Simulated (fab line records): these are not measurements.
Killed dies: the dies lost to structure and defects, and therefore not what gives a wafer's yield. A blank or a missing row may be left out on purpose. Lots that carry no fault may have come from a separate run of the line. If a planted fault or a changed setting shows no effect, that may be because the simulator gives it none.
fab line records	flow n5-finfet
record lots=9	wafers=27	last-day=19
route steps=1938 shown FIN_CUT@174 STI_FIN_REVEAL@187 DUMMY_GATE@218 BEOL_M4@1111 PASSIVATION@1936
lots untouched by any fault: they come from a run of this same line in which no faults occurred
start-h: hours from the record's opening day to when the first of the lot's shown wafers began	wait-h: hours elapsed since this lot's preceding step	" repeats the value in the row above	L1.1+2: several wafers, shown together as one row	- no value, or no start was given	* or withheld: withheld	< > ~ a bound
route shown NAME@n: NAME is a module with steps in the file, n the number in the route of the first one	usual: mean/standard deviation of fault-free wafers	same: alike in all rows	chamber/n: place in a boat	sites: each site's reading	_std_site: the values' standard deviation	_edge_site: mean of outer sites minus mean of inner sites	radius-mm: how far each site lies from the wafer's centre	mask NAME#n: copy n	behind: the tool/chamber that last shaped the wafer	hold: cause of the lot's hold/its duration in hours/its outcome	device: which transistor (n, p or np) failed to switch	end of line: tests of these same wafers at the route's end	a step without rows: its recipe alone	killed: the dies lost at the first sort to structure and to defects; this is not the yield of the wafer	map: per-die view of a wafer (x killed, . not killed, _ where there is no die)
set.NAME: the setting the step ran with; set.NAME@STEP: the setting that earlier step ran with	model.NAME: the simulator's own value behind a step, which no gauge read
a sample of lots followed through the steps of the route, with each step as a table and each wafer as a row
services: when a tool's chamber went out of use (start-h, in hours from the record's first day, below 0 if earlier), for how many hours, and the reason
## steps
# step N5_FIN_CUT_CUT_ETCH_27
# recipe chemistry=CHF3/O2	target=SiO2	target-depth-a=40	mask-material=SOC	overetch-a=20	time-s=4.9	pressure-mtorr=30	source-w=650	bias-w=170	Ar_flow_sccm=200	CHF3_flow_sccm=50	O2_flow_sccm=5	ion-energy-ev=200
# usual bias-w=170.0/0.5	drypump-motor-current-A=5.6/0.44	oes-product-au=0.60/0.071	rf-vpp-V=525/14	showerhead-plenum-p-Torr=2.41/0.083	throttle-valve-pct=18.87/0.28
lot.wafer	tool	chamber	start-h	wait-h	bias-w	drypump-motor-current-A	oes-product-au	rf-hours-counter-h	rf-vpp-V	showerhead-plenum-p-Torr	throttle-valve-pct
L730.2	rie-diel-05	3	29.00	0.0	169.3	5.2	0.57	193	516	2.36	18.96
L730.4	"	2	"	"	171.0	5.8	0.56	229	512	2.37	18.80
L730.5	"	1	"	"	170.0	5.5	0.58	-	520	2.37	18.65
L732.1	rie-diel-02	1	43.20	0.0	169.9	5.9	0.60	137	518	2.51	19.00
L732.2	"	0	"	"	170.7	6.0	0.61	147	536	2.41	18.94
L732.6	"	3	"	"	169.3	5.4	0.54	-	520	2.27	18.92
L734.1	rie-diel-04	0	52.44	0.0	170.3	5.2	0.54	227	543	2.27	18.52
L734.2	"	2	"	"	169.5	4.9	0.67	47	499	2.46	18.72
L734.6	"	2	"	"	169.5	4.9	0.68	-	499	2.46	18.70
L735.3	rie-diel-04	0	57.97	0.0	169.6	5.2	0.53	229	543	2.27	18.52
L735.4	"	2	"	"	170.8	4.9	0.68	49	500	2.46	18.72
L735.6	"	2	"	"	170.5	4.9	0.68	-	500	2.46	18.72
L742.4	rie-diel-04	2	101.33	0.0	169.8	4.9	0.66	62	498	2.45	18.73
L742.5	"	3	"	"	169.9	5.0	0.75	-	534	2.49	18.42
L742.6	"	0	"	"	170.2	5.3	0.54	-	544	2.27	18.54
L745.3	rie-diel-02	1	118.15	0.0	169.8	5.9	0.59	162	518	2.50	19.04
L745.4	"	0	"	"	169.6	6.1	0.59	171	537	2.41	18.97
L745.6	"	2	"	"	169.7	5.7	0.55	-	514	2.39	19.26
L751.1	rie-diel-02	3	155.61	0.0	169.7	5.4	0.72	25	529	2.54	18.53
L751.3	"	2	"	"	170.4	5.6	0.55	238	513	2.39	19.29
L751.4	"	0	"	"	170.3	6.0	0.59	180	536	2.40	18.97
L752.4	rie-diel-04	2	161.00	0.0	169.9	4.9	0.65	81	498	2.44	18.77
L752.5	"	0	"	"	170.4	5.2	0.76	-	552	2.55	18.27
L752.6	"	1	"	"	170.3	6.2	0.54	-	535	2.32	19.17
L753.1	rie-diel-05	3	166.24	0.0	169.4	5.3	0.54	234	517	2.35	19.03
L753.2	"	2	"	"	170.3	5.8	0.75	14	512	2.35	18.44
L753.5	"	0	"	"	171.4	6.5	0.57	-	546	2.52	19.26
# step N5_STI_FIN_REVEAL_CMP_04
# recipe stop-on=Si3N4	t-overpolish-s=4	down-force-psi=2	platen-rpm=54.18	post-cmp-clean=alkaline-brush	pad-velocity-m-s=1.078	target-thk-nm=131.83
# usual edge-zone-pressure-frac=1.000/0.0049	head-pressure-psi=2.000/0.0047	motor-current-A=8.2/0.75	overpolish-run-s=4.001/0.0088	platen-rpm=54.18/0.036	slurry-flow-ml-min=150.0/0.52	time-to-endpoint-s=106/5.3
lot.wafer	tool	chamber	start-h	wait-h	edge-zone-pressure-frac	head-pressure-psi	motor-current-A	overpolish-run-s	platen-rpm	slurry-flow-ml-min	time-to-endpoint-s
L730.4	cmp-02	0	35.32	0.4	1.001	1.996	7.8	4.007	54.23	149.6	96
L730.2	"	2	"	"	0.999	2.001	9.0	4.018	54.19	150.5	110
L730.5	"	0	"	"	1.006	2.002	8.1	3.989	54.15	149.9	98
L732.2	cmp-02	3	48.90	0.0	0.993	1.994	7.3	4.002	54.20	150.0	109
L732.1	"	0	"	"	1.002	2.004	8.1	3.992	54.11	149.2	103
L732.6	"	3	"	"	1.001	2.000	6.9	3.996	54.13	150.5	115
L734.1	cmp-03	2	58.50	0.1	0.999	2.010	8.5	4.018	54.19	151.0	106
L734.2	"	3	"	"	0.984	2.001	8.0	3.984	54.18	150.1	106
L734.6	"	2	"	"	1.002	2.004	8.7	4.002	54.21	150.2	109
L735.3	cmp-04	3	63.74	0.1	1.004	2.000	8.8	4.001	54.17	150.1	102
L735.4	"	0	"	"	1.005	1.996	7.6	3.996	54.19	149.9	104
L735.6	"	3	"	"	1.006	1.999	8.8	3.999	54.18	149.2	101
L742.4	cmp-02	0	107.60	0.1	1.007	2.003	7.9	4.005	54.15	149.5	106
L742.5	"	3	"	"	0.998	2.002	7.2	3.997	54.15	149.8	116
L742.6	"	0	"	"	1.002	2.003	8.1	3.999	54.16	149.2	99
L745.3	cmp-02	2	124.73	0.0	0.999	1.998	9.1	3.983	54.13	149.6	114
L745.4	"	0	"	"	0.999	2.000	7.7	4.003	54.18	149.9	103
L745.6	"	2	"	"	1.002	2.002	8.9	4.003	54.23	149.3	115
L751.1	cmp-04	0	161.16	0.0	1.011	1.995	8.4	4.003	54.18	149.5	105
L751.3	"	2	"	"	1.007	2.000	7.9	4.006	54.17	150.8	103
L751.4	"	3	"	"	1.001	2.002	9.2	4.009	54.18	150.2	106
L752.4	cmp-02	2	166.74	0.1	1.000	1.992	8.7	4.002	54.19	150.0	103
L752.6	"	1	"	"	1.003	1.996	8.9	4.011	54.14	149.7	105
L752.5	"	2	"	"	1.002	1.996	8.6	4.010	54.24	149.6	105
L753.1	cmp-02	0	172.12	0.2	1.008	2.000	7.7	3.992	54.21	149.6	93
L753.2	"	1	"	"	0.999	1.993	8.9	4.002	54.20	150.6	103
L753.5	"	3	"	"	0.998	2.008	7.0	4.003	54.18	149.7	108
# step N5_STI_FIN_REVEAL_INSPECT_13
# recipe inspect-instrument=darkfield	mode=post-clean
# usual raw-defect-count=13/5.5
lot.wafer	tool	chamber	start-h	wait-h	raw-defect-count
L730.2	defect-inspect-01	-	39.22	0.0	7
L730.4	"	-	"	"	9
L730.5	"	-	"	"	10
L732.1	defect-inspect-02	-	52.47	0.0	8
L732.2	"	-	"	"	8
L732.6	"	-	"	"	11
L734.1	defect-inspect-01	-	62.03	0.0	6
L734.2	"	-	"	"	10
L734.6	"	-	"	"	17
L735.3	defect-inspect-01	-	67.43	0.0	11
L735.4	"	-	"	"	8
L735.6	"	-	"	"	5
L742.4	defect-inspect-02	-	111.16	0.0	31
L742.5	"	-	"	"	19
L742.6	"	-	"	"	21
L745.3	defect-inspect-01	-	128.37	0.0	16
L745.4	"	-	"	"	9
L745.6	"	-	"	"	20
L751.1	defect-inspect-01	-	164.77	0.0	17
L751.3	"	-	"	"	15
L751.4	"	-	"	"	25
L752.4	defect-inspect-02	-	170.59	0.0	18
L752.5	"	-	"	"	7
L752.6	"	-	"	"	13
L753.1	defect-inspect-02	-	176.22	0.0	8
L753.2	"	-	"	"	6
L753.5	"	-	"	"	11
# step N5_DUMMY_GATE_CMP_04
# recipe material=a-Si	post-cmp-clean=alkaline-brush
# usual edge-zone-pressure-frac=1.000/0.0045	motor-current-A=10.3/1	slurry-flow-ml-min=150.0/0.49	time-to-endpoint-s=13.4/3
lot.wafer	tool	chamber	start-h	wait-h	edge-zone-pressure-frac	motor-current-A	slurry-flow-ml-min	time-to-endpoint-s
L730.4	cmp-03	2	43.60	0.0	1.002	10.5	150.2	13.7
L730.2	"	3	"	"	1.006	9.1	150.3	9.3
L730.5	"	2	"	"	1.000	11.1	150.0	14.0
L732.2	cmp-03	3	59.00	0.1	1.004	9.8	150.4	14.9
L732.1	"	1	"	"	1.006	11.7	150.3	15.6
L732.6	"	2	"	"	1.001	10.7	150.4	16.9
L734.2	cmp-03	1	66.00	0.1	1.002	12.3	149.8	16.0
L734.1	"	2	"	"	1.004	10.7	149.4	14.2
L734.6	"	2	"	"	1.005	10.5	149.5	16.4
L735.3	cmp-02	3	73.92	0.0	0.998	9.0	149.8	17.6
L735.4	"	1	"	"	0.997	11.4	150.1	15.9
L735.6	"	3	"	"	0.998	9.0	150.4	15.3
L742.4	cmp-01	2	118.92	0.1	0.997	10.3	150.5	10.1
L742.5	"	3	"	"	1.002	10.4	149.9	12.9
L742.6	"	0	"	"	1.006	9.9	150.5	13.4
L745.3	cmp-02	1	134.97	0.0	0.996	11.2	150.1	14.0
L745.4	"	0	"	"	0.993	10.0	150.9	7.9
L745.6	"	1	"	"	0.996	11.6	150.1	11.5
L751.4	cmp-03	2	168.72	0.0	-	-	-	-
L751.1	"	3	"	"	-	-	-	-
L751.3	"	0	"	"	-	-	-	-
L752.4	cmp-01	1	174.67	0.1	-	-	-	-
L752.5	"	2	"	"	-	-	-	-
L752.6	"	3	"	"	-	-	-	-
L753.1	cmp-03	0	180.16	0.0	-	-	-	-
L753.2	"	1	"	"	-	-	-	-
L753.5	"	1	"	"	-	-	-	-
# step N5_DUMMY_GATE_THK_MEAS_05
# usual thk-nm=72.5/1.4
lot.wafer	tool	chamber	start-h	wait-h	thk-nm
L730.2	film-metro-01	-	43.84	0.2	71.5
L730.4	"	-	"	"	72.4
L730.5	"	-	"	"	72.1
L732.1	film-metro-01	-	59.21	0.1	73.6
L732.2	"	-	"	"	73.4
L732.6	"	-	"	"	74.6
L734.1	film-metro-02	-	66.25	0.2	73.9
L734.2	"	-	"	"	72.9
L734.6	"	-	"	"	74.1
L735.3	film-metro-02	-	74.16	0.2	72.6
L735.4	"	-	"	"	72.6
L735.6	"	-	"	"	74.1
L742.4	film-metro-02	-	119.07	0.1	72.6
L742.5	"	-	"	"	72.9
L742.6	"	-	"	"	73.4
L745.3	film-metro-01	-	135.21	0.2	72.8
L745.4	"	-	"	"	71.5
L745.6	"	-	"	"	72.9
L751.1	film-metro-02	-	168.96	0.2	148.1
L751.3	"	-	"	"	147.9
L751.4	"	-	"	"	146.7
L752.4	film-metro-02	-	174.82	0.1	150.6
L752.5	"	-	"	"	149.1
L752.6	"	-	"	"	150.4
L753.1	film-metro-02	-	180.40	0.2	148.0
L753.2	"	-	"	"	148.0
L753.5	"	-	"	"	147.8
# step N5_DUMMY_GATE_INSPECT_27
# recipe inspect-instrument=brightfield	mode=aei
# usual raw-defect-count=298/81
lot.wafer	tool	chamber	start-h	wait-h	raw-defect-count
L730.2	defect-inspect-01	-	49.47	0.0	237
L730.4	"	-	"	"	229
L730.5	"	-	"	"	233
L732.1	defect-inspect-02	-	66.77	0.0	208
L732.2	"	-	"	"	215
L732.6	"	-	"	"	245
L734.1	defect-inspect-02	-	71.84	0.0	426
L734.2	"	-	"	"	327
L734.6	"	-	"	"	264
L735.3	defect-inspect-01	-	81.21	0.0	230
L735.4	"	-	"	"	313
L735.6	"	-	"	"	229
L742.4	defect-inspect-02	-	126.27	0.0	444
L742.5	"	-	"	"	398
L742.6	"	-	"	"	647
L745.3	defect-inspect-02	-	143.11	0.0	237
L745.4	"	-	"	"	253
L745.6	"	-	"	"	250
L751.1	defect-inspect-02	-	174.54	0.0	2713
L751.3	"	-	"	"	2729
L751.4	"	-	"	"	2761
L752.4	defect-inspect-01	-	180.63	0.0	2727
L752.5	"	-	"	"	2825
L752.6	"	-	"	"	2813
L753.1	defect-inspect-01	-	188.06	0.0	3246
L753.2	"	-	"	"	3472
L753.5	"	-	"	"	2906
# step N5_BEOL_M4_RC_MEAS_101
# usual DIBL_N=36.6/2.1	DIBL_P=36.5/2.7	IOFF_N=0.17/0.043	IOFF_P=0.22/0.045	ION_N=674/17	ION_P=461/9.9	SS_N=71.7/0.79	SS_P=73.4/0.79	VT_N=249/4	VT_P=-250/3.3
lot.wafer	tool	chamber	start-h	wait-h	DIBL_N[mV/V]	DIBL_P[mV/V]	IOFF_N[nA/um]	IOFF_P[nA/um]	ION_N[uA/um]	ION_P[uA/um]	SS_N[mV/dec]	SS_P[mV/dec]	VT_N[mV]	VT_P[mV]
L730.2	prober-01	0	188.87	0.2	33.1	33.5	0.10	0.14	647	443	70.5	71.6	258	-256
L730.4	"	0	"	"	34.9	36.1	0.14	0.18	658	454	71.3	73.0	252	-254
L730.5	"	0	"	"	38.3	39.8	0.22	0.24	696	469	72.1	73.2	244	-251
L734.1	prober-01	0	194.77	0.0	39.7	39.8	0.19	0.27	657	452	71.8	75.0	249	-248
L734.2	"	0	"	"	36.1	32.2	0.13	0.15	644	439	70.9	72.2	254	-255
L734.6	"	0	"	"	35.1	33.3	0.12	0.17	645	449	70.6	72.6	254	-255
L732.1	prober-02	0	194.93	0.0	40.5	39.4	0.23	0.26	695	463	73.2	74.4	247	-250
L732.2	"	0	"	"	37.7	35.1	0.17	0.19	676	454	72.8	73.9	250	-254
L732.6	"	0	"	"	38.3	37.4	0.20	0.23	693	464	72.4	73.9	248	-248
L735.3	prober-02	0	215.73	0.3	39.5	41.3	0.25	0.30	692	469	73.0	74.9	244	-246
L735.4	"	0	"	"	39.0	40.2	0.25	0.30	689	468	72.0	74.1	242	-245
L735.6	"	0	"	"	37.1	36.6	0.20	0.23	687	465	72.0	73.9	248	-246
L742.4	prober-01	0	250.24	0.5	34.9	33.3	0.14	0.17	683	465	71.6	72.3	252	-248
L742.5	"	0	"	"	35.6	34.0	0.16	0.19	686	470	71.4	72.0	248	-248
L742.6	"	0	"	"	36.1	35.9	0.15	0.21	680	467	71.4	73.3	251	-246
L745.3	prober-01	0	269.98	0.3	39.8	41.0	0.22	0.27	696	465	72.8	74.6	245	-246
L745.4	"	0	"	"	36.4	36.3	0.14	0.19	658	452	71.2	72.9	255	-252
L745.6	"	0	"	"	31.1	30.7	0.09	0.13	644	447	69.8	72.0	257	-255
# step N5_PASSIVATION_PROBE_49
# usual killed_at_M0_to_M3=33/11	killed_at_M4_up=13/5.2	killed-at-contacts=11/5.7	killed-at-front-end=39/11	killed-at-other=4/3	killed-dies=101/20	killed-on-rim=13/4.1	killed-open=66/15	killed-short=33/8.4
# same gross-dies=1180	killed-at-back-side=0
lot.wafer	tool	chamber	start-h	wait-h	killed_at_M0_to_M3	killed_at_M4_up	killed-at-contacts	killed-at-front-end	killed-at-other	killed-dies	killed-on-rim	killed-open	killed-short
L745.3	prober-01	-	372.64	0.1	40	18	4	43	6	111	16	71	40
L745.4	prober-01	-	372.69	0.2	39	15	5	33	4	96	10	65	30
L745.6	prober-01	-	372.79	0.3	34	14	11	46	12	117	11	65	52
L751.1	prober-02	-	410.60	0.0	24	13	9	1119	15	1180	152	70	41
L751.3	prober-02	-	410.70	0.1	36	12	19	1111	2	1180	152	68	36
L751.4	prober-02	-	410.75	0.2	47	13	18	1097	5	1180	152	90	35
L753.1	prober-02	-	419.39	0.0	21	17	8	1130	4	1180	152	59	20
L753.2	prober-02	-	419.44	0.1	25	10	7	1135	3	1180	152	57	16
L753.5	prober-02	-	419.59	0.2	27	23	26	1104	0	1180	152	86	40
L752.4	prober-02	-	447.96	0.2	28	18	16	1115	3	1180	152	72	41
L752.5	prober-02	-	448.01	0.2	23	17	21	1117	2	1180	152	49	32
L752.6	prober-02	-	448.06	0.3	21	16	3	1125	15	1180	152	61	32
# killed by level:class
L745.3 BEOL_M0_SAQP:geometric-particle:short=15 STI_FIN_REVEAL:geometric-particle:open=11 FIN_SAQP:geometric-particle:open=9 BEOL_M0_SAQP:geometric-particle:open=9 BEOL_M5:geometric-particle:open=8 FIN_SAQP:geometric-particle:short=6 BEOL_M2:geometric-particle:open=6 BEOL_M1:geometric-particle:open=5
L745.4 BEOL_M0_SAQP:geometric-particle:short=12 STI_FIN_REVEAL:geometric-particle:open=11 BEOL_M0_SAQP:geometric-particle:open=11 BEOL_M4:geometric-particle:open=7 BEOL_M2:geometric-particle:open=7 GATE_CUT:geometric-particle:open=5 MOL_CONTACT_COAG:geometric-particle:open=4 FIN_SAQP:geometric-particle:short=3
L745.6 BEOL_M0_SAQP:geometric-particle:short=14 BEOL_M0_SAQP:geometric-particle:open=10 DUMMY_GATE:geometric-particle:open=8 MOL_CONTACT_COAG:geometric-particle:open=8 BEOL_M4:geometric-particle:open=6 FIN_SAQP:geometric-particle:short=5 DUMMY_GATE:geometric-particle:short=5 ILD0:geometric-particle:short=5
L751.1 DUMMY_GATE:area-cmp=1065 STI_FIN_REVEAL:geometric-particle:open=22 FIN_SAQP:geometric-particle:short=7 MOL_CONTACT_COAG:geometric-particle:open=7 BEOL_M4:geometric-particle:open=7 BEOL_M0_SAQP:geometric-particle:short=6 STI_FIN_REVEAL:geometric-particle:short=5 DUMMY_GATE:geometric-particle:open=5
L751.3 DUMMY_GATE:area-cmp=1074 MOL_CONTACT_COAG:geometric-particle:open=16 BEOL_M1:geometric-particle:open=10 BEOL_M0_SAQP:geometric-particle:short=9 STI_FIN_REVEAL:geometric-particle:open=7 FIN_SAQP:geometric-particle:open=6 FIN_SAQP:geometric-particle:short=5 DUMMY_GATE:geometric-particle:open=5
L751.4 DUMMY_GATE:area-cmp=1049 MOL_CONTACT_COAG:geometric-particle:open=17 STI_FIN_REVEAL:geometric-particle:open=15 BEOL_M3:geometric-particle:open=13 BEOL_M2:geometric-particle:open=10 BEOL_M1:geometric-particle:open=6 STI_FIN_REVEAL:geometric-particle:short=5 BEOL_M0_SAQP:geometric-particle:short=5
L753.1 DUMMY_GATE:area-cmp=1098 FIN_SAQP:geometric-particle:open=13 STI_FIN_REVEAL:geometric-particle:open=6 MOL_CONTACT_COAG:geometric-particle:open=6 BEOL_M4:geometric-particle:open=6 BEOL_M8:geometric-particle:open=5 FIN_SAQP:geometric-particle:short=4 BEOL_M0_SAQP:geometric-particle:open=4
L753.2 DUMMY_GATE:area-cmp=1106 BEOL_M4:geometric-particle:open=8 FIN_SAQP:geometric-particle:open=7 DUMMY_GATE:geometric-particle:open=6 MOL_CONTACT_COAG:geometric-particle:open=6 BEOL_M0_SAQP:geometric-particle:open=5 BEOL_M1:geometric-particle:open=5 BEOL_M3:geometric-particle:open=5
L753.5 DUMMY_GATE:area-cmp=1053 MOL_CONTACT_COAG:geometric-particle:open=21 FIN_SAQP:geometric-particle:open=14 FIN_SAQP:geometric-particle:short=14 BEOL_M5:geometric-particle:open=8 STI_FIN_REVEAL:geometric-particle:open=7 BEOL_M1:geometric-particle:open=7 BEOL_M2:geometric-particle:open=6
L752.4 DUMMY_GATE:area-cmp=1062 FIN_SAQP:geometric-particle:open=17 FIN_SAQP:geometric-particle:short=14 MOL_CONTACT_COAG:geometric-particle:open=14 BEOL_M3:geometric-particle:open=8 BEOL_M0_SAQP:geometric-particle:short=7 STI_FIN_REVEAL:geometric-particle:open=6 DUMMY_GATE:geometric-particle:open=4
L752.5 DUMMY_GATE:area-cmp=1095 MOL_CONTACT_COAG:geometric-particle:open=18 BEOL_M0:geometric-particle:short=7 FIN_SAQP:geometric-particle:short=5 FIN_SAQP:geometric-particle:open=4 STARTING-WAFER:geometric-particle:short=4 MOL_CONTACT_COAG:geometric-particle:short=3 BEOL_M0_SAQP:geometric-particle:short=3
L752.6 DUMMY_GATE:area-cmp=1085 FIN_SAQP:geometric-particle:open=11 STI_FIN_REVEAL:geometric-particle:open=8 GATE_CUT:geometric-particle:short=6 BEOL_M3:geometric-particle:open=6 BEOL_M4:geometric-particle:open=5 FIN_SAQP:geometric-particle:short=4 BEOL_M2:geometric-particle:open=4
## services
tool	chamber	start-h	hours	kind
cmp-01	-	19.94	1.5	repair
cmp-04	-	23.58	16.7	pm
cmp-01	-	34.39	4.0	pm
cmp-04	-	45.54	1.8	repair
cmp-04	-	47.48	0.2	repair
cmp-04	-	50.13	3.7	repair
cmp-04	-	56.75	0.5	repair
cmp-03	-	59.86	5.8	pm
rie-diel-04	0	61.47	8.6	repair
rie-diel-05	1	68.25	16.4	repair
rie-diel-05	-	69.73	15.6	pm
rie-diel-04	2	79.75	5.4	repair
cmp-01	-	117.98	0.6	repair
cmp-01	-	124.82	5.8	repair
rie-diel-02	0	137.14	1.7	repair
rie-diel-05	0	139.20	12.1	repair
cmp-02	-	139.49	4.0	pm
cmp-02	-	143.49	-	consumable-replace:conditioner
cmp-02	-	143.49	11.0	pm
cmp-01	-	162.61	1.0	repair
rie-diel-02	2	167.26	2.7	repair
rie-diel-04	3	171.42	1.6	repair
cmp-01	-	173.77	0.7	repair
cmp-01	-	177.34	6.2	pm
## key
first-sign step=N5_DUMMY_GATE_CMP_04	reading=tool-record	direction=missing
effect step=N5_DUMMY_GATE_THK_MEAS_05	reading=thk-nm	direction=up	sigmas=55	usual=*	struck=*
effect step=N5_DUMMY_GATE_INSPECT_27	reading=raw-defect-count	direction=up	sigmas=32	usual=298	struck=2910
effect step=N5_PASSIVATION_PROBE_49	reading=killed-at-front-end	direction=up	sigmas=97	usual=39	struck=1117
more-kills-born-at N5_DUMMY_GATE_CMP_04@cmp-03=6442	N5_DUMMY_GATE_CMP_04@cmp-01=3241
met-at N5_DUMMY_GATE_CMP_04
struck-lots L751,L752,L753
later-rows-left-out L751.1,L751.3,L751.4,L752.4,L752.5,L752.6,L753.1,L753.2,L753.5
tester-left-out L751,L752,L753
not-acting-at N5_FIN_CUT_CUT_ETCH_27,N5_STI_FIN_REVEAL_CMP_04,N5_STI_FIN_REVEAL_INSPECT_13
onset-between 118.92 168.72
fault kind=skipped-step-whole	tool=cmp-01,cmp-03	chamber=-	onset-h=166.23	steps=N5_DUMMY_GATE_CMP_04	scope=struck-lots-only
# tester-left-out: of these lots the tester's yield and bins aren't shown, on N5 and GAA mostly nor the transistor test; their killed dies are dies lost to structure and defects alone, not to doping, threshold or leakage, so they don't give the yield
# later-rows-left-out: the simulator's readings of these wafers behind a module that went badly wrong aren't trusted and aren't shown, but for the sort
